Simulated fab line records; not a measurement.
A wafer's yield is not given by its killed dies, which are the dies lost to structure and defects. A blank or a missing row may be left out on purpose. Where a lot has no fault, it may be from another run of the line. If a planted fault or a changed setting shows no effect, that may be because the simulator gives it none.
Matching of chambers || flow nand_harc || 3 sister chambers for NHARC_A_DECK1_JOINT_DEP_16 on pecvd-01
The step deposits SiO2, target thk 45 nm. 14 wafers are shown with their chamber, then 7 later ones without.

WAFERS PAIRED WITH THEIR CHAMBERS
{"wafer": "L687.1", "chamber": 1, "throttle_valve_pct (%)": 16.5, "heater_power_w (W)": 535, "flow_sccm (sccm)": 2640}
{"wafer": "L687.2", "chamber": 2, "throttle_valve_pct (%)": 14.4, "heater_power_w (W)": 443, "flow_sccm (sccm)": 2653}
{"wafer": "L687.6", "chamber": 1, "throttle_valve_pct (%)": 16.9, "heater_power_w (W)": 520, "flow_sccm (sccm)": 2644}
{"wafer": "L691.2", "chamber": 0, "throttle_valve_pct (%)": 16.3, "heater_power_w (W)": 459, "flow_sccm (sccm)": 2659}
{"wafer": "L691.3", "chamber": 1, "throttle_valve_pct (%)": 16.8, "heater_power_w (W)": 478, "flow_sccm (sccm)": 2636}
{"wafer": "L691.6", "chamber": 0, "throttle_valve_pct (%)": 16.2, "heater_power_w (W)": 463, "flow_sccm (sccm)": 2646}
{"wafer": "L693.1", "chamber": 2, "throttle_valve_pct (%)": 14.5, "heater_power_w (W)": 421, "flow_sccm (sccm)": 2643}
{"wafer": "L693.4", "chamber": 2, "throttle_valve_pct (%)": 14.5, "heater_power_w (W)": 411, "flow_sccm (sccm)": 2645}
{"wafer": "L693.5", "chamber": 0, "throttle_valve_pct (%)": 16.1, "heater_power_w (W)": 349, "flow_sccm (sccm)": 2642}
{"wafer": "L699.1", "chamber": 1, "throttle_valve_pct (%)": 17.1, "heater_power_w (W)": 506, "flow_sccm (sccm)": 2644}
{"wafer": "L699.2", "chamber": 0, "throttle_valve_pct (%)": 16.6, "heater_power_w (W)": 414, "flow_sccm (sccm)": 2651}
{"wafer": "L699.4", "chamber": 0, "throttle_valve_pct (%)": 16.3, "heater_power_w (W)": 412, "flow_sccm (sccm)": 2639}
{"wafer": "L698.1", "chamber": 1, "throttle_valve_pct (%)": 17.1, "heater_power_w (W)": 486, "flow_sccm (sccm)": 2644}
{"wafer": "L698.3", "chamber": 0, "throttle_valve_pct (%)": 16.4, "heater_power_w (W)": 355, "flow_sccm (sccm)": 2652}

SIGNATURES (means of the wafers above)
{"reading": "throttle_valve_pct", "chamber 0": 16.317, "chamber 1": 16.880, "chamber 2": 14.467, "scatter within a chamber": 0.191}
{"reading": "heater_power_w", "chamber 0": 408.67, "chamber 1": 505.00, "chamber 2": 425.00, "scatter within a chamber": 36.6}
{"reading": "flow_sccm", "chamber 0": 2648.17, "chamber 1": 2641.60, "chamber 2": 2647.00, "scatter within a chamber": 5.83}
Rule: for each reading, subtract the chamber's mean from the wafer's reading, divide by that reading's scatter and square the result; add these up over the readings and take the root, which gives the wafer's distance from the chamber. If the next closest chamber is less than 2 further off than the closest, the wafer can't be placed; otherwise it belongs to the closest. How the scatter is found: for the shown wafers, subtract from each reading the mean of its chamber, square and add these, divide the total by (wafers less chambers), then take the root.

WAFERS MISSING THEIR CHAMBER
{"wafer": "L698.4", "throttle_valve_pct (%)": 17.0, "heater_power_w (W)": 488, "flow_sccm (sccm)": 2664}
{"wafer": "L700.2", "throttle_valve_pct (%)": 14.5, "heater_power_w (W)": 510, "flow_sccm (sccm)": 2647}
{"wafer": "L700.3", "throttle_valve_pct (%)": 17.1, "heater_power_w (W)": 540, "flow_sccm (sccm)": 2652}
{"wafer": "L700.4", "throttle_valve_pct (%)": 17.1, "heater_power_w (W)": 537, "flow_sccm (sccm)": 2648}
{"wafer": "L704.1", "throttle_valve_pct (%)": 14.5, "heater_power_w (W)": 558, "flow_sccm (sccm)": 2643}
{"wafer": "L704.4", "throttle_valve_pct (%)": 14.7, "heater_power_w (W)": 570, "flow_sccm (sccm)": 2643}
{"wafer": "L704.6", "throttle_valve_pct (%)": 16.4, "heater_power_w (W)": 397, "flow_sccm (sccm)": 2646}

WHICH CHAMBER EACH WENT THROUGH
{"wafer": "L698.4", "from the rows above": "can't be placed: 1 or 0", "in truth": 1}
{"wafer": "L700.2", "from the rows above": 2, "in truth": 2}
{"wafer": "L700.3", "from the rows above": 1, "in truth": 1}
{"wafer": "L700.4", "from the rows above": 1, "in truth": 1}
{"wafer": "L704.1", "from the rows above": 2, "in truth": 2}
{"wafer": "L704.4", "from the rows above": 2, "in truth": 2}
{"wafer": "L704.6", "from the rows above": 0, "in truth": 0}
Correctly placed: 6 of 7. From these rows, 1 cannot be placed; in 1 the true chamber is one of the candidates. Placed wrongly: 0.
